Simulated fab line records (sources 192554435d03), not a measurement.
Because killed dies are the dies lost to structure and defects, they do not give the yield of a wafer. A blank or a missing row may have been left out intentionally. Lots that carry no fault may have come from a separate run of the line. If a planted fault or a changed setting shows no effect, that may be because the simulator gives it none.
fab line records ; flow n5_finfet
record: lots: 9; wafers: 27; last_day: 17
route steps=1938 shown BEOL_M4@1037 PASSIVATION@1936
lots with no fault: from the same line, run without faults
start_h: start of the lot's first displayed wafer, in hours after the record's first day ; wait_h: hours elapsed since this lot's preceding step ; " identical to the entry in the row above ; L1.1+2: one row covering several wafers at once ; - value missing, or start not given ; * or withheld: withheld ; < > ~ a bound
route shown NAME@n: names a module that has steps shown in the file, with the first one's number in the route ; usual: average and standard deviation across the fault-free wafers ; same: alike in all rows ; chamber/n: place in a boat ; sites: per-site readings ; _std_site: how widely they spread, as a standard deviation ; _edge_site: the outer-site mean with the inner-site mean subtracted ; radius_mm: how far each site lies from the wafer's centre ; mask NAME#n: copy n ; behind: the tool/chamber that last shaped the wafer ; hold: the reason the lot was held/the length of the hold in hours/how it ended ; device: names the non-switching transistor (n, p or np) ; end of line: the route-end tests of the same wafers ; step lacking rows: just its recipe ; killed: dies lost to structure and defects at the first sort, not the wafer's yield ; map: the dies of a wafer, with x for killed, . for not killed, _ for no die there
set.NAME: the setting that was run; set.NAME@STEP: the one run at that earlier step ; model.NAME: the simulator's own value behind a step, which no gauge read
one table for each step of the route and one row for each wafer, over a sample of lots
services: the hour from which a tool's chamber was out of use, counted from the record's first day as start_h (under 0 if before that day), plus the number of hours and why
== steps ==
step: N5_BEOL_M4_DESCUM_16
recipe: chemistry: O2; time_s: 7; source_power_w: 50; bias_power_w: 20; pressure_mtorr: 20; rf_frequency_hz: 2.712e+07; temp_c: 40; resist: CAR-EUV; o2_flow_sccm: 225
usual: bias_power_w: 20.00/0.063; drypump_motor_current_A: 5.7/0.44; oes_product_au: 0.79/0.098; rf_vpp_V: 244.0/1.1; showerhead_plenum_p_Torr: 2.15/0.038; throttle_valve_pct: 20.34/0.15
lot.wafer;tool;chamber;start_h;wait_h;bias_power_w;drypump_motor_current_A;oes_product_au;rf_hours_counter_h;rf_vpp_V;showerhead_plenum_p_Torr;throttle_valve_pct
L107.3;rie_diel-01;0;165.71;0.4;20.07;6.3;0.74;177;245.0;2.18;20.34
L107.4;rie_diel-01;0;165.71;0.4;20.09;6.4;0.75;-;244.9;2.18;20.34
L107.6;rie_diel-01;3;165.71;0.4;20.10;6.3;0.73;-;243.4;2.14;20.24
L109.3;rie_diel-01;3;187.16;0.0;19.97;6.3;0.72;212;242.5;2.13;20.26
L109.4;rie_diel-01;0;187.16;0.0;19.88;6.4;0.73;186;243.1;2.17;20.34
L109.5;rie_diel-01;3;187.16;0.0;20.05;6.3;0.73;-;245.4;2.14;20.26
L116.1;rie_diel-05;2;231.52;0.0;20.06;5.9;0.93;7;243.1;2.12;20.17
L116.4;rie_diel-05;1;231.52;0.0;20.05;5.1;0.74;-;242.5;2.09;20.11
L116.5;rie_diel-05;0;231.52;0.0;19.95;6.5;0.70;-;245.1;2.14;20.17
L117.3;rie_diel-03;2;231.94;0.0;19.96;5.3;0.68;242;244.2;2.16;20.32
L117.5;rie_diel-03;3;231.94;0.0;20.07;5.2;0.68;-;244.2;2.15;20.46
L117.6;rie_diel-03;2;231.94;0.0;19.99;5.3;0.66;-;244.3;2.16;20.31
L119.2;rie_diel-05;0;238.95;0.2;20.02;6.4;0.71;223;245.8;2.14;20.17
L119.3;rie_diel-05;1;238.95;0.2;20.01;5.1;0.74;161;243.9;2.09;20.10
L119.4;rie_diel-05;3;238.95;0.2;20.03;5.7;0.98;1;241.7;2.06;20.44
L120.2;rie_diel-03;1;244.20;0.0;19.97;5.3;0.84;61;244.6;2.14;20.50
L120.3;rie_diel-03;3;244.20;0.0;19.98;5.2;0.69;220;244.0;2.15;20.47
L120.4;rie_diel-03;2;244.20;0.0;20.08;5.3;0.66;246;244.3;2.16;20.31
L118.1;rie_diel-01;2;246.46;0.1;20.03;5.2;0.90;26;244.3;2.15;20.60
L118.3;rie_diel-01;0;246.46;0.1;19.99;6.4;0.71;210;244.8;2.17;20.38
L118.5;rie_diel-01;2;246.46;0.1;20.03;5.2;0.91;-;245.2;2.15;20.60
L121.1;rie_diel-03;1;251.22;0.0;20.02;5.3;0.83;63;244.8;2.14;20.51
L121.3;rie_diel-03;3;251.22;0.0;20.01;5.2;0.69;222;244.6;2.15;20.46
L121.4;rie_diel-03;2;251.22;0.0;19.98;5.3;0.66;249;243.7;2.15;20.31
L128.2;rie_diel-03;2;292.89;0.2;20.06;5.3;0.96;7;243.7;2.15;19.86
L128.3;rie_diel-03;1;292.89;0.2;19.94;5.3;0.82;83;244.0;2.13;20.55
L128.5;rie_diel-03;1;292.89;0.2;19.92;5.3;0.81;-;243.1;2.13;20.57
step: N5_BEOL_M4_ETCH_63
recipe: chemistry: CF4; target: SiARC; target_depth_a: 156; mask_material: CAR-EUV; time_s: 26; ion_energy_ev: 80; pressure_mtorr: 40; source_w: 545; bias_w: 36; Ar_flow_sccm: 100; cf4_flow_sccm: 100; ends: cleared
usual: drypump_motor_current_A: 5.7/0.44; etch_rf_on_time_s: 26.2/0.55; oes_product_au: 0.68/0.083; rf_vpp_V: 184.8/0.91; showerhead_plenum_p_Torr: 2.20/0.038; throttle_valve_pct: 15.53/0.13
lot.wafer;tool;chamber;start_h;wait_h;drypump_motor_current_A;etch_rf_on_time_s;oes_product_au;rf_hours_counter_h;rf_vpp_V;showerhead_plenum_p_Torr;throttle_valve_pct
L107.3;rie_diel-01;0;165.76;0.0;6.4;26.1;0.63;177;185.5;2.22;15.53
L107.4;rie_diel-01;0;165.76;0.0;6.4;26.2;0.62;-;184.1;2.22;15.53
L107.6;rie_diel-01;3;165.76;0.0;6.3;26.1;0.62;-;184.0;2.22;15.75
L109.3;rie_diel-01;3;187.21;0.0;6.3;26.0;0.61;212;185.5;2.21;15.75
L109.4;rie_diel-01;0;187.21;0.0;6.3;26.0;0.63;186;185.3;2.22;15.55
L109.5;rie_diel-01;3;187.21;0.0;6.3;25.9;0.61;-;184.4;2.21;15.75
L116.1;rie_diel-05;2;231.57;0.0;5.9;25.6;0.80;7;185.2;2.19;15.46
L116.4;rie_diel-05;1;231.57;0.0;5.1;25.6;0.64;-;184.2;2.13;15.28
L116.5;rie_diel-05;0;231.57;0.0;6.4;26.4;0.60;-;184.5;2.20;15.46
L117.3;rie_diel-03;2;231.99;0.0;5.3;25.9;0.58;242;184.4;2.20;15.52
L117.5;rie_diel-03;3;231.99;0.0;5.3;27.2;0.58;-;185.0;2.19;15.62
L117.6;rie_diel-03;2;231.99;0.0;5.3;25.8;0.57;-;185.8;2.20;15.52
L119.2;rie_diel-05;0;239.00;0.0;6.4;26.3;0.60;223;185.3;2.20;15.45
L119.3;rie_diel-05;1;239.00;0.0;5.1;25.5;0.64;161;183.6;2.13;15.29
L119.4;rie_diel-05;3;239.00;0.0;5.7;25.5;0.84;1;184.1;2.10;15.49
L120.2;rie_diel-03;1;244.25;0.0;5.3;26.5;0.70;61;183.6;2.18;15.58
L120.3;rie_diel-03;3;244.25;0.0;5.2;27.1;0.57;220;183.6;2.19;15.64
L120.4;rie_diel-03;2;244.25;0.0;5.3;26.0;0.58;246;184.2;2.20;15.55
L118.1;rie_diel-01;2;246.51;0.0;5.2;26.2;0.76;26;182.7;2.18;15.62
L118.3;rie_diel-01;0;246.51;0.0;6.4;25.6;0.62;210;186.0;2.21;15.59
L118.5;rie_diel-01;2;246.51;0.0;5.2;26.5;0.76;-;184.1;2.18;15.61
L121.1;rie_diel-03;1;251.27;0.0;5.4;26.6;0.70;63;184.4;2.18;15.60
L121.3;rie_diel-03;3;251.27;0.0;5.3;26.8;0.58;222;186.4;2.19;15.65
L121.4;rie_diel-03;2;251.27;0.0;5.3;26.0;0.57;249;184.3;2.20;15.53
L128.2;rie_diel-03;2;292.95;0.0;5.3;25.2;0.82;7;184.7;2.19;15.04
L128.3;rie_diel-03;1;292.95;0.0;5.3;27.1;0.68;83;184.4;2.17;15.63
L128.5;rie_diel-03;1;292.95;0.0;5.3;26.9;0.68;-;183.7;2.17;15.64
step: N5_BEOL_M4_COAT_22
recipe: resist: CAR-EUV; spin_rpm: 1500; resist_thk_nm: 30
usual: spin_speed_rpm: 1500.0/0.9
lot.wafer;tool;chamber;start_h;wait_h;spin_speed_rpm
L107.3;litho_track-05;0;166.23;-;1499.7
L107.4;litho_track-05;0;166.23;-;1500.8
L107.6;litho_track-05;0;166.23;-;1499.5
L109.3;litho_track-01;0;187.76;-;1500.2
L109.4;litho_track-01;0;187.76;-;1499.2
L109.5;litho_track-01;0;187.76;-;1500.9
L116.1;litho_track-01;0;232.00;-;1498.5
L116.4;litho_track-01;0;232.00;-;1499.0
L116.5;litho_track-01;0;232.00;-;1500.3
L117.3;litho_track-01;0;232.42;-;1627.7
L117.5;litho_track-01;0;232.42;-;1626.5
L117.6;litho_track-01;0;232.42;-;1627.6
L119.2;litho_track-01;0;239.42;-;1628.4
L119.3;litho_track-01;0;239.42;-;1628.2
L119.4;litho_track-01;0;239.42;-;1629.1
L120.2;litho_track-05;0;244.68;-;1499.5
L120.3;litho_track-05;0;244.68;-;1499.3
L120.4;litho_track-05;0;244.68;-;1499.8
L118.1;litho_track-01;0;246.95;-;1628.5
L118.3;litho_track-01;0;246.95;-;1629.1
L118.5;litho_track-01;0;246.95;-;1629.3
L121.1;litho_track-01;0;251.73;-;1629.7
L121.3;litho_track-01;0;251.73;-;1629.5
L121.4;litho_track-01;0;251.73;-;1629.7
L128.2;litho_track-04;0;293.39;-;1499.9
L128.3;litho_track-04;0;293.39;-;1500.5
L128.5;litho_track-04;0;293.39;-;1499.9
step: N5_BEOL_M4_OVL_MEAS_29
recipe: points_per_wafer: 522
usual: V3_OVL: 0.5/0.66
lot.wafer;tool;chamber;start_h;wait_h;V3_OVL[nm]
L107.3;overlay-01;0;166.67;0.0;0.5
L107.4;overlay-01;0;166.67;0.0;0.6
L107.6;overlay-01;0;166.67;0.0;-0.2
L109.3;overlay-02;0;188.08;0.0;0.6
L109.4;overlay-02;0;188.08;0.0;0.5
L109.5;overlay-02;0;188.08;0.0;-0.2
L116.1;overlay-01;0;232.43;0.0;1.0
L116.4;overlay-01;0;232.43;0.0;1.5
L116.5;overlay-01;0;232.43;0.0;0.2
L117.3;overlay-02;0;232.86;0.0;0.1
L117.5;overlay-02;0;232.86;0.0;0.4
L117.6;overlay-02;0;232.86;0.0;1.5
L119.2;overlay-01;0;239.73;0.0;1.2
L119.3;overlay-01;0;239.73;0.0;1.3
L119.4;overlay-01;0;239.73;0.0;1.3
L120.2;overlay-02;0;245.12;0.0;-0.3
L120.3;overlay-02;0;245.12;0.0;0.3
L120.4;overlay-02;0;245.12;0.0;1.0
L118.1;overlay-02;0;247.25;0.0;0.3
L118.3;overlay-02;0;247.25;0.0;1.1
L118.5;overlay-02;0;247.25;0.0;0.2
L121.1;overlay-01;0;252.16;0.0;0.3
L121.3;overlay-01;0;252.16;0.0;0.8
L121.4;overlay-01;0;252.16;0.0;1.2
L128.2;overlay-02;0;293.83;0.0;0.2
L128.3;overlay-02;0;293.83;0.0;0.3
L128.5;overlay-02;0;293.83;0.0;0.5
step: N5_BEOL_M4_RC_MEAS_101
usual: DIBL_N: 37.0/1.7; DIBL_P: 36.7/2; IOFF_N: 0.17/0.035; IOFF_P: 0.22/0.035; ION_N: 672/12; ION_P: 461/7.5; SS_N: 71.6/0.67; SS_P: 73.4/0.64; VT_N: 250/3.5; VT_P: -250/3.5
lot.wafer;tool;chamber;start_h;wait_h;DIBL_N[mV/V];DIBL_P[mV/V];IOFF_N[nA/um];IOFF_P[nA/um];ION_N[uA/um];ION_P[uA/um];SS_N[mV/dec];SS_P[mV/dec];VT_N[mV];VT_P[mV]
L107.3;prober-01;0;176.08;0.3;38.7;41.7;0.22;0.27;674;463;72.6;75.0;248;-248
L107.4;prober-01;0;176.08;0.3;37.0;39.1;0.16;0.20;664;454;73.0;73.4;254;-251
L107.6;prober-01;0;176.08;0.3;35.7;36.9;0.14;0.18;645;445;72.5;73.1;256;-253
L109.3;prober-01;0;192.97;0.3;37.8;36.6;0.17;0.21;675;459;71.3;73.5;247;-249
L109.4;prober-01;0;192.97;0.3;36.9;35.6;0.15;0.19;657;451;71.4;73.4;247;-249
L109.5;prober-01;0;192.97;0.3;35.3;33.9;0.12;0.18;650;447;70.9;72.8;252;-250
L116.1;prober-01;0;237.41;0.0;36.9;36.1;0.18;0.26;687;471;71.7;72.8;245;-244
L116.4;prober-01;0;237.41;0.0;35.7;34.7;0.16;0.23;680;470;70.2;73.1;247;-245
L116.5;prober-01;0;237.41;0.0;39.5;39.5;0.24;0.33;693;475;72.4;73.8;243;-242
L117.3;prober-01;0;239.56;0.3;38.1;36.7;0.16;0.22;683;467;71.8;74.0;250;-252
L117.5;prober-01;0;239.56;0.3;38.0;37.2;0.17;0.25;678;467;71.3;73.6;249;-245
L117.6;prober-01;0;239.56;0.3;37.0;35.0;0.14;0.20;661;458;70.8;72.6;254;-253
L119.2;prober-02;0;247.66;0.2;34.9;35.6;0.14;0.21;669;461;70.5;73.5;251;-250
L119.3;prober-02;0;247.66;0.2;34.1;33.8;0.11;0.17;648;449;70.7;73.0;256;-253
L119.4;prober-02;0;247.66;0.2;34.5;35.1;0.13;0.20;661;462;70.4;73.3;252;-249
L120.2;prober-02;0;250.05;0.2;37.9;37.6;0.20;0.24;662;461;72.1;73.2;247;-247
L120.3;prober-02;0;250.05;0.2;37.5;37.4;0.17;0.24;668;462;71.8;73.2;249;-250
L120.4;prober-02;0;250.05;0.2;35.4;35.6;0.14;0.21;665;464;71.1;73.1;251;-249
L118.1;prober-01;0;253.10;0.0;34.3;34.0;0.12;0.17;666;456;70.6;72.4;254;-257
L118.3;prober-01;0;253.10;0.0;31.9;31.3;0.09;0.13;649;452;69.8;71.8;256;-259
L118.5;prober-01;0;253.10;0.0;33.6;33.3;0.11;0.16;664;456;70.4;72.3;254;-257
L121.1;prober-02;0;257.08;0.0;36.5;36.5;0.17;0.24;683;469;71.2;73.5;249;-243
L121.3;prober-02;0;257.08;0.0;37.1;36.3;0.16;0.23;679;467;70.8;72.1;248;-248
L121.4;prober-02;0;257.08;0.0;41.1;40.7;0.27;0.32;688;470;72.2;74.2;241;-242
L128.2;prober-02;0;300.09;0.2;37.0;35.8;0.15;0.21;680;467;71.1;73.7;250;-247
L128.3;prober-02;0;300.09;0.2;35.9;34.6;0.13;0.19;658;460;70.7;72.8;251;-250
L128.5;prober-02;0;300.09;0.2;39.1;38.2;0.19;0.25;690;470;72.1;73.5;246;-248
step: N5_PASSIVATION_PROBE_49
usual: defect_limited_yield: 91.1/1.3; killed_at_M0_to_M3: 35/11; killed_at_M4_up: 13/5.4; killed_at_contacts: 14/6.5; killed_at_front_end: 41/11; killed_at_other: 4/3.1; killed_dies: 106/15; killed_open: 69/12; killed_short: 35/7; sort_bin_5_function: 5.2/0.86; sort_bin_6_memory: 3.4/0.64; sort_n_pass: 1074/15; sort_yield_pct: 91.0/1.3
same: gross_dies: 1180; killed_at_back_side: 0; sort_bin_4_leakage[%]: 0; sort_bin_8_speed[%]: 0
lot.wafer;tool;chamber;start_h;wait_h;defect_limited_yield[%];killed_at_M0_to_M3;killed_at_M4_up;killed_at_contacts;killed_at_front_end;killed_at_other;killed_dies;killed_open;killed_short;sort_bin_5_function[%];sort_bin_6_memory[%];sort_n_pass;sort_yield_pct[%]
L109.3;prober-02;-;293.54;0.1;92.5;27;10;8;39;4;88;57;28;4.7;2.5;1092;92.5
L109.4;prober-02;-;293.59;0.2;90.9;39;17;18;27;6;107;65;41;4.7;3.9;1073;90.9
L109.5;prober-02;-;293.64;0.2;90.2;43;16;10;41;6;116;71;42;6.0;3.6;1064;90.2
L117.3;prober-02;-;336.53;0.1;93.1;32;7;8;25;10;82;51;30;3.6;3.1;1098;93.1
L117.5;prober-02;-;336.63;0.2;92.3;35;7;13;31;5;91;58;29;4.2;3.4;1089;92.3
L117.6;prober-02;-;336.68;0.3;90.8;40;10;13;32;13;108;66;39;5.2;3.6;1072;90.8
L119.3;prober-02;-;337.45;0.1;89.9;58;7;16;36;2;119;79;39;6.1;3.8;1061;89.9
L121.3;prober-02;-;351.66;0.1;91.0;37;22;19;20;8;106;72;32;5.2;3.3;1074;91.0
L121.4;prober-02;-;351.71;0.2;88.6;50;28;12;42;3;135;85;45;6.9;4.0;1045;88.6
L118.1;prober-01;-;352.65;0.0;87.7;34;19;19;73;0;145;100;42;6.9;4.7;1035;87.7
L118.3;prober-01;-;352.75;0.1;89.8;32;17;13;52;6;120;91;27;6.3;3.8;1060;89.8
killed by level:class
L109.3 FIN_SAQP:geometric_particle:short=10 STI_FIN_REVEAL:geometric_particle:open=9 FIN_SAQP:geometric_particle:open=8 BEOL_M0_SAQP:geometric_particle:short=7 MOL_CONTACT_COAG:geometric_particle:open=6 BEOL_M0_SAQP:geometric_particle:open=5 BEOL_M2:geometric_particle:open=5 BEOL_M4:geometric_particle:open=5
L109.4 MOL_CONTACT_COAG:geometric_particle:open=14 FIN_SAQP:geometric_particle:short=8 BEOL_M5:geometric_particle:open=8 BEOL_M2:geometric_particle:open=7 BEOL_M0_SAQP:geometric_particle:short=6 BEOL_M3:geometric_particle:short=6 BEOL_M0:geometric_particle:open=5 GATE_CUT:geometric_particle:short=4
L109.5 FIN_SAQP:geometric_particle:open=12 BEOL_M0_SAQP:geometric_particle:short=12 BEOL_M2:geometric_particle:open=10 GATE_CUT:geometric_particle:short=8 BEOL_M0:geometric_particle:open=7 BEOL_M4:geometric_particle:open=7 BEOL_M0_SAQP:geometric_particle:open=6 FIN_SAQP:geometric_particle:short=5
L117.3 BEOL_M2:geometric_particle:open=6 BEOL_M3:geometric_particle:open=6 MOL_CONTACT_COAG:geometric_particle:open=5 BEOL_M0_SAQP:geometric_particle:open=5 BEOL_M1:geometric_particle:short=5 FIN_SAQP:geometric_particle:open=4 STI_FIN_REVEAL:geometric_particle:open=4 DUMMY_GATE:geometric_particle:open=4
L117.5 MOL_CONTACT_COAG:geometric_particle:open=10 BEOL_M0_SAQP:geometric_particle:open=10 STI_FIN_REVEAL:geometric_particle:open=8 BEOL_M1:geometric_particle:open=8 BEOL_M0_SAQP:geometric_particle:short=7 BEOL_M2:geometric_particle:open=5 STARTING-WAFER:geometric_particle:open=5 STARTING-WAFER:geometric_particle:short=4
L117.6 MOL_CONTACT_COAG:geometric_particle:open=12 BEOL_M1:geometric_particle:open=11 BEOL_M0_SAQP:geometric_particle:short=10 BEOL_M0_SAQP:geometric_particle:open=8 FIN_SAQP:geometric_particle:short=5 BEOL_M2:geometric_particle:short=5 STARTING-WAFER:geometric_particle:open=5 STI_FIN_REVEAL:geometric_particle:open=4
L119.3 BEOL_M0_SAQP:geometric_particle:open=16 BEOL_M0_SAQP:geometric_particle:short=13 BEOL_M2:geometric_particle:open=13 STI_FIN_REVEAL:geometric_particle:open=9 MOL_CONTACT_COAG:geometric_particle:open=9 BEOL_M3:geometric_particle:open=7 MOL_CONTACT_COAG:geometric_particle:short=6 FIN_SAQP:geometric_particle:short=5
L121.3 MOL_CONTACT_COAG:geometric_particle:open=16 BEOL_M4:geometric_particle:open=11 BEOL_M0_SAQP:geometric_particle:open=8 BEOL_M3:geometric_particle:open=7 BEOL_M0_SAQP:geometric_particle:short=5 BEOL_M0:geometric_particle:open=5 STARTING-WAFER:geometric_particle:open=5 BEOL_M3:geometric_particle:short=4
L121.4 BEOL_M4:geometric_particle:open=11 MOL_CONTACT_COAG:geometric_particle:open=10 BEOL_M3:geometric_particle:open=10 STI_FIN_REVEAL:geometric_particle:open=9 BEOL_M0_SAQP:geometric_particle:short=8 BEOL_M2:geometric_particle:open=7 STARTING-WAFER:geometric_particle:short=7 BEOL_M0:geometric_particle:open=6
L118.1 FIN_SAQP:geometric_particle:open=25 FIN_SAQP:geometric_particle:short=18 STI_FIN_REVEAL:geometric_particle:open=15 MOL_CONTACT_COAG:geometric_particle:open=15 BEOL_M2:geometric_particle:open=10 BEOL_M0_SAQP:geometric_particle:open=6 BEOL_M4:geometric_particle:open=6 BEOL_M0_SAQP:geometric_particle:short=5
L118.3 STI_FIN_REVEAL:geometric_particle:open=28 MOL_CONTACT_COAG:geometric_particle:open=12 BEOL_M2:geometric_particle:open=12 FIN_SAQP:geometric_particle:open=7 BEOL_M4:geometric_particle:open=6 STI_FIN_REVEAL:geometric_particle:short=4 BEOL_M2:geometric_particle:short=4 BEOL_M7:geometric_particle:open=4
== services ==
tool;chamber;start_h;hours;kind
rie_diel-01;2;153.55;-;clean
rie_diel-01;2;153.55;-;consumable_replace:esc
rie_diel-01;2;153.55;-;consumable_replace:focus_ring
rie_diel-01;2;153.55;23.5;scheduled_down
rie_diel-01;2;153.55;23.5;vent_cycle
rie_diel-05;-;156.32;4.3;pm
rie_diel-01;1;182.08;1.6;repair
rie_diel-05;2;202.05;-;clean
rie_diel-05;2;202.05;-;consumable_replace:focus_ring
rie_diel-05;2;202.05;14.4;scheduled_down
rie_diel-05;2;202.05;14.4;vent_cycle
rie_diel-05;3;216.48;-;clean
rie_diel-05;3;216.48;-;consumable_replace:focus_ring
rie_diel-05;3;216.48;20.3;scheduled_down
rie_diel-05;3;216.48;20.3;vent_cycle
rie_diel-05;-;228.13;0.4;repair
rie_diel-01;3;235.05;61.9;repair
rie_diel-03;2;254.30;-;clean
rie_diel-03;2;254.30;-;consumable_replace:focus_ring
rie_diel-03;2;254.30;22.5;scheduled_down
rie_diel-03;2;254.30;22.5;vent_cycle
rie_diel-05;2;271.67;4.7;repair
rie_diel-01;0;275.58;5.2;repair
rie_diel-05;1;291.08;6.5;repair
== key ==
first_sign: step: N5_BEOL_M4_COAT_22; reading: spin_speed_rpm; direction: up; sigmas: 99+; usual: *; struck: *
effect none on later readings
met_at N5_BEOL_M4_COAT_22
struck_lots L117,L118,L119,L121
not_acting_at N5_BEOL_M4_DESCUM_16,N5_BEOL_M4_ETCH_63,N5_BEOL_M4_OVL_MEAS_29
onset_between 232.00 232.42
fault: kind: process_parameter_drift; tool: litho_track-01; chamber: -; onset_h: 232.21; steps: N5_BEOL_M4_COAT_22; channel: spin_rpm; offset: *; shape: step; end_h: 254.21; acts_in: *; stated: *
